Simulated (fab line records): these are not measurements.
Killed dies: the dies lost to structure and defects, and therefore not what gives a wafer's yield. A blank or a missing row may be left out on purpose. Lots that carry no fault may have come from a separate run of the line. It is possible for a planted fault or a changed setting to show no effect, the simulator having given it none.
fab line records	flow nandHarc
record lots=24	wafers=72	lastDay=33
route steps=1302 shown P_ZERO_WELL@46 P_STI@83 P_GATE@132 P_M0@272
lots that met no fault: taken from a fault-free run of the same line
startH: hours from the record's opening day to when the first of the lot's shown wafers began	waitH: hours elapsed since this lot's preceding step	" as in the row above	L1.1+2: a row that stands for several wafers	- no value, or no start given	* or withheld: withheld	< > ~ a bound
route shown NAME@n: a module of which the file shows steps, and the number in the route of the first	usual: mean and standard deviation over wafers with no fault	same: alike in all rows	chamber/n: place in a boat	sites: each site's reading	_std_site: the values' standard deviation	_edge_site: inner sites' mean taken away from outer sites' mean	radiusMm: how far each site lies from the wafer's centre	mask NAME#n: copy n	behind: the tool/chamber that last shaped the wafer	hold: reason for holding the lot/hours on hold/outcome of the hold	device: which transistor (n, p or np) failed to switch	end of line: the same wafers' tests at the end of the route	where a step has no rows: the recipe by itself	killed: dies that structure and defects cost at the first sort, which is not the same as the wafer's yield	map: a wafer's dies, x killed, . not, _ none there
set.NAME: the setting that was run; set.NAME@STEP: the one run at that earlier step	model.NAME: the simulator's own value behind a step, which no gauge read
the route's steps for a sample of lots (tables are steps, rows are wafers)
services: from which hour (startH, from the record's first day; less than 0 if before it) a tool's chamber was out of use, for how many hours, and why
## steps
# step NHARC_P_ZERO_WELL_DESCUM_39
# recipe timeS=3	o2FlowSccm=200	arFlowSccm=0	biasPowerW=0	chemistry=O2
# usual drypumpMotorCurrentA=5.79/0.23	oesProductAu=0.998/0.014	rfVppV=58.0/0.82	showerheadPlenumPTorr=1.92/0.06	throttleValvePct=11.311/0.009
lot.wafer	tool	chamber	startH	waitH	drypumpMotorCurrentA	oesProductAu	rfHoursCounterH	rfVppV	showerheadPlenumPTorr	throttleValvePct
L074.3	rieDiel-05	0	24.77	-	5.44	0.987	46	56.7	1.91	11.312
L074.5	"	3	"	"	5.75	0.997	-	57.8	1.88	11.310
L074.6	"	0	"	"	5.43	0.994	-	56.2	1.91	11.319
L075.1	rieDiel-12	3	34.60	-	5.60	0.988	38	57.8	1.85	11.300
L075.6	"	3	"	"	5.60	0.978	-	57.0	1.85	11.295
L075.5	"	0	"	"	5.81	0.984	-	58.0	1.88	11.318
L076.3	rieDiel-04	1	44.26	-	5.57	1.009	9	58.5	2.00	11.309
L076.1	"	2	"	"	6.26	1.019	10	57.1	2.06	11.323
L076.6	"	1	"	"	5.54	1.008	-	59.1	2.00	11.308
L077.2	rieDiel-04	2	54.53	-	6.25	1.019	12	58.5	2.05	11.305
L077.4	"	3	"	"	5.52	1.026	12	58.8	1.92	11.307
L077.6	"	1	"	"	5.56	1.015	-	57.2	2.00	11.319
L078.4	rieDiel-05	0	64.18	-	5.41	0.982	0	59.1	1.90	11.305
L078.2	"	1	"	"	6.07	1.004	0	58.9	1.83	11.304
L078.6	"	3	"	"	5.73	0.977	-	58.5	1.88	11.306
L079.1	rieDiel-12	1	74.53	-	5.80	1.007	52	58.9	1.95	11.315
L079.2	"	3	"	"	5.60	1.000	48	56.6	1.85	11.306
L079.6	"	2	"	"	5.78	0.979	-	57.4	1.95	11.321
L080.3	rieDiel-04	1	84.26	-	5.60	0.998	22	56.5	1.99	11.296
L080.2	"	3	"	"	5.52	1.021	19	57.4	1.92	11.315
L080.5	"	1	"	"	5.57	1.010	-	58.8	1.99	11.314
L081.4	rieDiel-04	3	94.19	-	5.55	1.009	22	59.1	1.92	11.325
L081.5	"	0	"	"	5.92	1.011	-	58.7	1.95	11.308
L081.6	"	1	"	"	5.53	1.001	-	58.7	1.99	11.316
L082.4	rieDiel-05	1	104.28	-	6.07	1.009	17	58.3	1.82	11.304
L082.2	"	3	"	"	5.78	0.974	16	59.0	1.88	11.309
L082.6	"	1	"	"	6.06	1.020	-	58.1	1.82	11.306
L083.2	rieDiel-04	2	114.29	-	6.24	1.007	32	58.6	2.05	11.303
L083.1	"	3	"	"	5.53	1.014	29	57.4	1.91	11.314
L083.4	"	0	"	"	5.94	1.007	26	58.2	1.95	11.313
L084.3	rieDiel-12	2	124.41	-	5.82	0.990	8	58.5	1.95	11.322
L084.2	"	3	"	"	5.58	0.973	7	56.9	1.84	11.326
L084.6	"	1	"	"	5.81	0.980	-	57.8	1.95	11.322
L085.1	rieDiel-12	3	134.49	-	5.59	0.977	11	57.7	1.84	11.319
L085.3	"	0	"	"	5.84	1.016	11	59.5	1.87	11.309
L085.6	"	2	"	"	5.81	1.006	-	58.0	1.95	11.313
L086.1	rieDiel-12	3	144.41	-	5.59	0.973	15	57.4	1.84	11.324
L086.5	"	3	"	"	5.58	0.966	-	57.5	1.84	11.311
L086.6	"	0	"	"	5.85	0.999	-	56.4	1.87	11.317
L087.4	rieDiel-05	3	154.27	-	5.75	0.984	27	57.1	1.87	11.306
L087.3	"	1	"	"	6.05	1.009	30	58.3	1.82	11.296
L087.1	"	2	"	"	6.07	0.988	27	58.1	1.92	11.300
L088.4	rieDiel-04	0	164.41	-	5.90	1.023	45	58.4	1.94	11.330
L088.3	"	3	"	"	5.49	1.008	48	57.9	1.91	11.298
L088.6	"	0	"	"	5.93	1.023	-	57.4	1.94	11.324
L089.3	rieDiel-05	2	174.13	-	6.06	0.985	33	58.9	1.92	11.313
L089.2	"	3	"	"	5.76	0.977	32	57.9	1.87	11.316
L089.1	"	0	"	"	5.41	0.995	35	56.7	1.89	11.299
L090.2	rieDiel-12	3	184.26	-	5.57	0.959	28	57.5	1.84	11.314
L090.1	"	2	"	"	5.81	0.988	31	59.0	1.94	11.325
L090.5	"	3	"	"	5.57	0.976	-	58.5	1.84	11.318
L091.1	rieDiel-12	3	194.27	-	5.61	0.967	34	57.6	1.84	11.309
L091.3	"	0	"	"	5.81	1.012	35	56.4	1.87	11.307
L091.2	"	1	"	"	5.85	0.999	32	57.3	1.94	11.321
L092.4	rieDiel-12	0	204.25	-	5.83	1.004	36	59.1	1.87	11.296
L092.2	"	1	"	"	5.83	0.993	34	57.9	1.94	11.316
L092.6	"	1	"	"	5.85	0.993	-	59.5	1.94	11.307
L093.1	rieDiel-12	1	214.66	-	5.83	1.009	40	57.9	1.94	11.330
L093.3	"	3	"	"	5.59	0.966	38	58.0	1.83	11.280
L093.5	"	0	"	"	5.83	1.011	-	56.8	1.86	11.311
L094.4	rieDiel-04	2	224.54	-	6.21	0.998	12	58.6	2.04	11.314
L094.3	"	3	"	"	5.50	0.997	12	58.0	1.90	11.307
L094.5	"	2	"	"	6.27	1.010	-	58.9	2.04	11.318
L095.2	rieDiel-04	2	234.81	-	6.23	0.999	14	58.1	2.04	11.308
L095.3	"	3	"	"	5.54	1.002	15	58.4	1.90	11.317
L095.6	"	2	"	"	6.27	1.001	-	57.3	2.03	11.317
L096.4	rieDiel-05	2	244.42	-	6.07	1.008	2	56.4	1.91	11.313
L096.1	"	3	"	"	5.77	0.996	0	58.5	1.86	11.316
L096.2	"	0	"	"	5.40	0.995	2	57.9	1.88	11.292
L097.4	rieDiel-04	1	254.42	-	5.59	0.999	21	57.6	1.97	11.317
L097.5	"	3	"	"	5.51	1.003	-	57.8	1.90	11.321
L097.6	"	0	"	"	5.93	1.011	-	58.5	1.94	11.305
# step NHARC_P_STI_CD_MEAS_09
# recipe targetCdNm=200	landingEnergyEv=500
# usual cdNm=200/3.5
lot.wafer	tool	chamber	startH	waitH	cdNm
L074.3	cdSem-03	0	45.88	-	200
L074.5	"	0	"	"	205
L074.6	"	0	"	"	207
L075.1	cdSem-01	0	55.56	-	193
L075.5	"	0	"	"	194
L075.6	"	0	"	"	199
L076.1	cdSem-02	0	64.43	-	194
L076.3	"	0	"	"	195
L076.6	"	0	"	"	192
L077.2	cdSem-01	0	77.16	-	195
L077.4	"	0	"	"	202
L077.6	"	0	"	"	197
L078.2	cdSem-03	0	85.64	-	204
L078.4	"	0	"	"	199
L078.6	"	0	"	"	199
L079.1	cdSem-02	0	93.57	-	199
L079.2	"	0	"	"	197
L079.6	"	0	"	"	195
L080.2	cdSem-03	0	104.03	-	198
L080.3	"	0	"	"	201
L080.5	"	0	"	"	197
L081.4	cdSem-02	0	113.02	-	196
L081.5	"	0	"	"	198
L081.6	"	0	"	"	202
L082.2	cdSem-02	0	124.90	-	202
L082.4	"	0	"	"	205
L082.6	"	0	"	"	200
L083.1	cdSem-01	0	136.63	-	200
L083.2	"	0	"	"	202
L083.4	"	0	"	"	200
L084.2	cdSem-03	0	147.58	-	197
L084.3	"	0	"	"	200
L084.6	"	0	"	"	199
L085.1	cdSem-01	0	156.40	-	199
L085.3	"	0	"	"	206
L085.6	"	0	"	"	200
L086.1	cdSem-03	0	163.88	-	200
L086.5	"	0	"	"	196
L086.6	"	0	"	"	197
L087.1	cdSem-03	0	172.88	-	202
L087.3	"	0	"	"	206
L087.4	"	0	"	"	208
L088.3	cdSem-03	0	183.21	-	203
L088.4	"	0	"	"	195
L088.6	"	0	"	"	196
L089.1	cdSem-03	0	194.15	-	197
L089.2	"	0	"	"	194
L089.3	"	0	"	"	195
L090.1	cdSem-01	0	205.66	-	202
L090.2	"	0	"	"	200
L090.5	"	0	"	"	196
L091.1	cdSem-02	0	213.96	-	202
L091.2	"	0	"	"	198
L091.3	"	0	"	"	204
L093.1	cdSem-01	0	233.53	-	203
L093.3	"	0	"	"	201
L093.5	"	0	"	"	206
L092.2	cdSem-01	0	233.70	-	203
L092.4	"	0	"	"	200
L092.6	"	0	"	"	199
L094.3	cdSem-03	0	246.51	-	203
L094.4	"	0	"	"	197
L094.5	"	0	"	"	204
L095.2	cdSem-03	0	256.56	-	202
L095.3	"	0	"	"	201
L095.6	"	0	"	"	201
L096.1	cdSem-01	0	268.72	-	197
L096.2	"	0	"	"	202
L096.4	"	0	"	"	195
L097.4	cdSem-01	0	272.96	-	194
L097.5	"	0	"	"	196
L097.6	"	0	"	"	198
# step NHARC_P_STI_OVL_MEAS_10
# usual overlayXNm=1/4.3	overlayYNm=-1/5
lot.wafer	tool	chamber	startH	waitH	overlayXNm	overlayYNm
L074.3	overlay-02	-	45.97	-	2	-6
L074.5	"	-	"	"	2	-7
L074.6	"	-	"	"	2	-7
L075.1	overlay-02	-	55.65	-	-1	-2
L075.5	"	-	"	"	-1	-2
L075.6	"	-	"	"	-1	-2
L076.1	overlay-02	-	64.52	-	0	3
L076.3	"	-	"	"	0	2
L076.6	"	-	"	"	0	3
L077.2	overlay-02	-	77.25	-	-4	-5
L077.4	"	-	"	"	-4	-5
L077.6	"	-	"	"	-4	-5
L078.2	overlay-01	-	85.73	-	8	2
L078.4	"	-	"	"	8	2
L078.6	"	-	"	"	8	2
L079.1	overlay-01	-	93.66	-	3	5
L079.2	"	-	"	"	2	5
L079.6	"	-	"	"	2	5
L080.2	overlay-02	-	104.12	-	3	4
L080.3	"	-	"	"	2	4
L080.5	"	-	"	"	3	5
L081.4	overlay-02	-	113.11	-	-5	7
L081.5	"	-	"	"	-5	7
L081.6	"	-	"	"	-5	7
L082.2	overlay-01	-	124.98	-	0	-2
L082.4	"	-	"	"	1	-1
L082.6	"	-	"	"	0	-2
L083.1	overlay-02	-	136.72	-	-8	1
L083.2	"	-	"	"	-7	0
L083.4	"	-	"	"	-7	0
L084.2	overlay-02	-	147.66	-	8	-5
L084.3	"	-	"	"	8	-5
L084.6	"	-	"	"	8	-5
L085.1	overlay-01	-	156.48	-	-2	-8
L085.3	"	-	"	"	-3	-8
L085.6	"	-	"	"	-3	-8
L086.1	overlay-01	-	163.97	-	5	-3
L086.5	"	-	"	"	5	-3
L086.6	"	-	"	"	5	-4
L087.1	overlay-01	-	172.97	-	0	-4
L087.3	"	-	"	"	0	-4
L087.4	"	-	"	"	1	-4
L088.3	overlay-01	-	183.29	-	-10	3
L088.4	"	-	"	"	-10	3
L088.6	"	-	"	"	-10	3
L089.1	overlay-01	-	194.24	-	-1	-14
L089.2	"	-	"	"	-1	-14
L089.3	"	-	"	"	-1	-14
L090.1	overlay-02	-	205.75	-	7	-2
L090.2	"	-	"	"	7	-1
L090.5	"	-	"	"	7	-2
L091.1	overlay-02	-	214.05	-	1	-1
L091.2	"	-	"	"	0	-1
L091.3	"	-	"	"	0	-1
L093.1	overlay-02	-	233.62	-	0	1
L093.3	"	-	"	"	0	1
L093.5	"	-	"	"	0	1
L092.2	overlay-02	-	233.78	-	4	4
L092.4	"	-	"	"	5	4
L092.6	"	-	"	"	4	4
L094.3	overlay-02	-	246.60	-	4	0
L094.4	"	-	"	"	3	0
L094.5	"	-	"	"	3	1
L095.2	overlay-01	-	256.64	-	0	-2
L095.3	"	-	"	"	-1	-2
L095.6	"	-	"	"	0	-1
L096.1	overlay-01	-	268.81	-	3	9
L096.2	"	-	"	"	3	9
L096.4	"	-	"	"	3	9
L097.4	overlay-01	-	273.04	-	3	2
L097.5	"	-	"	"	3	1
L097.6	"	-	"	"	3	2
# step NHARC_P_GATE_DEP_103
# recipe targetThkA=300	targetThkNm=30	tempC=400	flowSccm=200	rfW=350	material=SiON
# usual heaterPowerW=777/97
lot.wafer	tool	chamber	startH	waitH	heaterPowerW
L074.3	pecvd-03	0	95.78	0.4	861
L074.5	"	1	"	"	855
L074.6	"	0	"	"	870
L075.1	pecvd-03	1	106.50	0.6	855
L075.5	"	2	"	"	570
L075.6	"	0	"	"	958
L076.1	pecvd-03	2	115.73	0.5	684
L076.3	"	0	"	"	844
L076.6	"	0	"	"	854
L077.2	pecvd-04	2	131.95	0.4	752
L077.6	"	2	"	"	748
L077.4	"	0	"	"	710
L078.2	pecvd-03	0	135.88	0.5	906
L078.6	"	2	"	"	640
L078.4	"	1	"	"	819
L079.1	pecvd-04	0	142.94	0.6	679
L079.2	"	1	"	"	697
L079.6	"	1	"	"	697
L080.3	pecvd-03	2	162.88	0.3	670
L080.2	"	1	"	"	882
L080.5	"	0	"	"	890
L081.6	pecvd-03	0	169.32	0.2	933
L081.5	"	1	"	"	840
L081.4	"	2	"	"	582
L082.2	pecvd-03	1	177.49	0.6	720
L082.6	"	0	"	"	894
L082.4	"	1	"	"	713
L083.1	pecvd-01	1	194.22	0.6	872
L083.2	"	2	"	"	752
L083.4	"	2	"	"	736
L084.3	pecvd-01	2	195.45	0.9	790
L084.2	"	1	"	"	867
L084.6	"	2	"	"	803
L085.1	pecvd-01	1	205.52	0.6	913
L085.3	"	2	"	"	779
L085.6	"	0	"	"	838
L086.1	pecvd-03	1	213.53	0.6	839
L086.5	"	0	"	"	923
L086.6	"	1	"	"	836
L087.3	pecvd-01	2	221.43	0.4	832
L087.1	"	0	"	"	868
L087.4	"	0	"	"	861
L088.3	pecvd-04	0	245.62	0.4	786
L088.6	"	1	"	"	723
L088.4	"	0	"	"	801
L089.1	pecvd-04	0	246.43	0.8	676
L089.2	"	1	"	"	655
L089.3	"	2	"	"	697
L091.2	pecvd-01	0	272.40	0.4	753
L091.1	"	1	"	"	841
L091.3	"	2	"	"	723
L090.2	pecvd-03	1	272.41	0.5	823
L090.1	"	0	"	"	918
L090.5	"	2	"	"	696
L093.3	pecvd-03	0	285.10	0.3	943
L093.1	"	2	"	"	640
L093.5	"	1	"	"	829
L092.2	pecvd-01	1	285.77	0.5	754
L092.4	"	1	"	"	782
L092.6	"	2	"	"	748
L094.3	pecvd-04	2	300.96	0.4	709
L094.4	"	0	"	"	725
L094.5	"	2	"	"	728
L095.3	pecvd-03	1	312.76	0.3	860
L095.2	"	2	"	"	692
L095.6	"	2	"	"	696
L096.1	pecvd-04	1	318.12	0.6	707
L096.2	"	2	"	"	754
L096.4	"	2	"	"	784
L097.6	pecvd-03	1	318.85	0.1	834
L097.5	"	2	"	"	647
L097.4	"	0	"	"	915
# step NHARC_P_GATE_STRIP_76
# recipe powerW=1500	tempC=250	chemistry=O2
# usual drypumpMotorCurrentA=5.8/0.43	heaterPowerW=328/18
lot.wafer	tool	chamber	startH	waitH	drypumpMotorCurrentA	heaterPowerW	rfHoursCounterH
L074.3	plasmaAsher-02	1	110.84	0.1	5.6	330	-
L074.6	"	0	"	"	6.0	329	-
L074.5	"	1	"	"	5.6	342	-
L075.1	plasmaAsher-02	0	121.70	0.2	6.0	323	8
L075.6	"	1	"	"	5.7	340	-
L075.5	"	0	"	"	6.0	330	-
L076.1	plasmaAsher-01	1	130.80	0.2	5.1	327	27
L076.3	"	0	"	"	6.5	282	-
L076.6	"	1	"	"	5.1	336	-
L077.2	plasmaAsher-02	0	146.94	0.2	6.0	329	15
L077.4	"	0	"	"	6.0	339	-
L077.6	"	1	"	"	5.7	347	-
L078.2	plasmaAsher-02	0	151.02	0.2	6.0	329	16
L078.4	"	0	"	"	6.0	337	-
L078.6	"	1	"	"	5.7	339	-
L079.2	plasmaAsher-01	0	158.17	0.2	6.5	285	32
L079.1	"	1	"	"	5.1	332	32
L079.6	"	0	"	"	6.5	286	-
L080.2	plasmaAsher-01	1	177.77	0.2	5.1	313	1
L080.3	"	0	"	"	6.5	299	-
L080.5	"	1	"	"	5.0	311	-
L081.4	plasmaAsher-01	1	184.43	0.2	5.0	310	-
L081.5	"	1	"	"	5.1	315	-
L081.6	"	0	"	"	6.5	296	-
L082.2	plasmaAsher-01	0	192.41	0.2	6.5	296	4
L082.4	"	1	"	"	5.1	312	-
L082.6	"	0	"	"	6.5	298	-
L083.1	plasmaAsher-02	0	209.36	0.2	6.0	333	27
L083.2	"	1	"	"	5.7	341	27
L083.4	"	0	"	"	6.0	333	-
L084.2	plasmaAsher-02	1	212.70	0.2	5.6	335	28
L084.3	"	0	"	"	6.0	332	-
L084.6	"	1	"	"	5.6	338	-
L085.1	plasmaAsher-02	0	220.59	0.2	6.0	346	30
L085.3	"	0	"	"	6.0	334	-
L085.6	"	1	"	"	5.7	342	-
L086.1	plasmaAsher-02	1	229.18	0.2	5.6	332	32
L086.6	"	0	"	"	6.0	334	-
L086.5	"	1	"	"	5.7	340	-
L087.1	plasmaAsher-02	1	236.66	0.2	5.6	345	33
L087.3	"	0	"	"	6.0	333	-
L087.4	"	1	"	"	5.6	340	-
L088.4	plasmaAsher-02	0	260.84	0.2	6.0	330	-
L088.3	"	1	"	"	5.7	351	-
L088.6	"	1	"	"	5.7	357	-
L089.2	plasmaAsher-02	0	261.54	0.2	6.0	335	2
L089.1	"	1	"	"	5.7	340	2
L089.3	"	1	"	"	5.6	345	-
L091.2	plasmaAsher-02	0	287.20	0.2	6.0	334	6
L091.1	"	1	"	"	5.6	349	6
L091.3	"	1	"	"	5.6	351	-
L090.2	plasmaAsher-01	0	287.82	0.2	6.5	294	24
L090.1	"	1	"	"	5.0	317	24
L090.5	"	0	"	"	6.5	298	-
L093.1	plasmaAsher-02	0	300.15	0.2	6.0	324	9
L093.3	"	0	"	"	6.0	346	-
L093.5	"	0	"	"	6.0	330	-
L092.2	plasmaAsher-01	1	300.96	0.2	5.0	313	28
L092.4	"	0	"	"	6.5	298	-
L092.6	"	0	"	"	6.5	300	-
L094.4	plasmaAsher-02	0	316.41	0.2	6.0	335	-
L094.3	"	1	"	"	5.6	350	-
L094.5	"	1	"	"	5.6	343	-
L095.2	plasmaAsher-02	1	327.91	0.2	5.6	351	15
L095.3	"	0	"	"	6.0	332	-
L095.6	"	1	"	"	5.6	348	-
L096.1	plasmaAsher-02	0	333.21	0.2	6.0	334	16
L096.2	"	1	"	"	5.6	347	16
L096.4	"	1	"	"	5.6	344	-
L097.4	plasmaAsher-01	0	334.08	0.2	6.5	293	-
L097.6	"	0	"	"	6.5	297	-
L097.5	"	1	"	"	5.0	309	-
# step NHARC_P_M0_DEGAS_28
# recipe tempC=250	timeS=60
# usual heaterPowerW=341/32
lot.wafer	tool	chamber	startH	waitH	heaterPowerW
L074.3	pvdSputter-03	-	121.68	-	329
L074.5	"	-	"	"	304
L074.6	"	-	"	"	386
L075.1	pvdSputter-02	-	132.62	-	331
L075.5	"	-	"	"	338
L075.6	"	-	"	"	300
L076.3	pvdSputter-02	-	141.58	-	398
L076.1	"	-	"	"	340
L076.6	"	-	"	"	381
L077.4	pvdSputter-01	-	157.60	-	305
L077.2	"	-	"	"	373
L077.6	"	-	"	"	389
L078.4	pvdSputter-01	-	161.66	-	298
L078.2	"	-	"	"	301
L078.6	"	-	"	"	306
L079.2	pvdSputter-01	-	168.90	-	306
L079.1	"	-	"	"	391
L079.6	"	-	"	"	373
L080.3	pvdSputter-01	-	189.29	-	364
L080.2	"	-	"	"	389
L080.5	"	-	"	"	365
L081.4	pvdSputter-03	-	195.26	-	302
L081.5	"	-	"	"	308
L081.6	"	-	"	"	346
L082.2	pvdSputter-02	-	203.43	-	306
L082.4	"	-	"	"	411
L082.6	"	-	"	"	330
L083.4	pvdSputter-03	-	220.34	-	354
L083.2	"	-	"	"	300
L083.1	"	-	"	"	361
L084.3	pvdSputter-02	-	223.46	-	314
L084.2	"	-	"	"	410
L084.6	"	-	"	"	311
L085.3	pvdSputter-03	-	232.44	-	345
L085.1	"	-	"	"	372
L085.6	"	-	"	"	296
L086.1	pvdSputter-02	-	240.19	-	329
L086.6	"	-	"	"	302
L086.5	"	-	"	"	382
L087.1	pvdSputter-01	-	247.38	-	373
L087.3	"	-	"	"	309
L087.4	"	-	"	"	337
L088.4	pvdSputter-03	-	272.59	-	309
L088.3	"	-	"	"	369
L088.6	"	-	"	"	294
L089.1	pvdSputter-01	-	272.96	-	381
L089.2	"	-	"	"	311
L089.3	"	-	"	"	346
L091.3	pvdSputter-01	-	297.98	-	357
L091.1	"	-	"	"	333
L091.2	"	-	"	"	324
L090.2	pvdSputter-01	-	298.97	-	339
L090.1	"	-	"	"	371
L090.5	"	-	"	"	342
L093.3	pvdSputter-02	-	310.82	-	373
L093.1	"	-	"	"	331
L093.5	"	-	"	"	295
L092.2	pvdSputter-03	-	311.69	-	303
L092.4	"	-	"	"	304
L092.6	"	-	"	"	302
L094.3	pvdSputter-01	-	327.35	-	343
L094.4	"	-	"	"	382
L094.5	"	-	"	"	334
L095.3	pvdSputter-01	-	339.16	-	344
L095.2	"	-	"	"	324
L095.6	"	-	"	"	347
L096.4	pvdSputter-03	-	344.00	-	353
L096.2	"	-	"	"	365
L096.1	"	-	"	"	306
L097.4	pvdSputter-01	-	345.35	-	314
L097.5	"	-	"	"	343
L097.6	"	-	"	"	334
## services
tool	chamber	startH	hours	kind
rieDiel-04	-	0.90	9.0	pm
pecvd-03	-	4.40	13.0	pm
rieDiel-12	-	28.97	0.4	repair
rieDiel-12	3	46.61	4.4	repair
pvdSputter-01	-	48.03	10.0	pm
plasmaAsher-02	-	72.00	9.0	pm
rieDiel-12	-	91.75	9.0	pm
rieDiel-04	-	110.16	0.6	repair
pecvd-03	-	122.59	0.4	repair
pvdSputter-01	-	163.90	2.9	repair
rieDiel-12	3	169.33	4.7	repair
rieDiel-04	-	177.90	9.0	pm
pecvd-03	0	183.99	2.0	repair
pecvd-03	-	185.74	13.0	pm
pvdSputter-01	-	201.00	6.2	repair
pecvd-03	-	211.65	1.2	repair
rieDiel-12	1	219.81	2.7	repair
pvdSputter-01	-	225.78	6.6	repair
rieDiel-12	1	247.46	7.9	repair
plasmaAsher-02	-	249.00	9.0	pm
rieDiel-04	0	255.46	68.1	repair
pvdSputter-01	-	255.64	2.1	repair
plasmaAsher-02	-	282.25	1.0	repair
pecvd-03	2	319.45	6.8	repair
## key
fault none
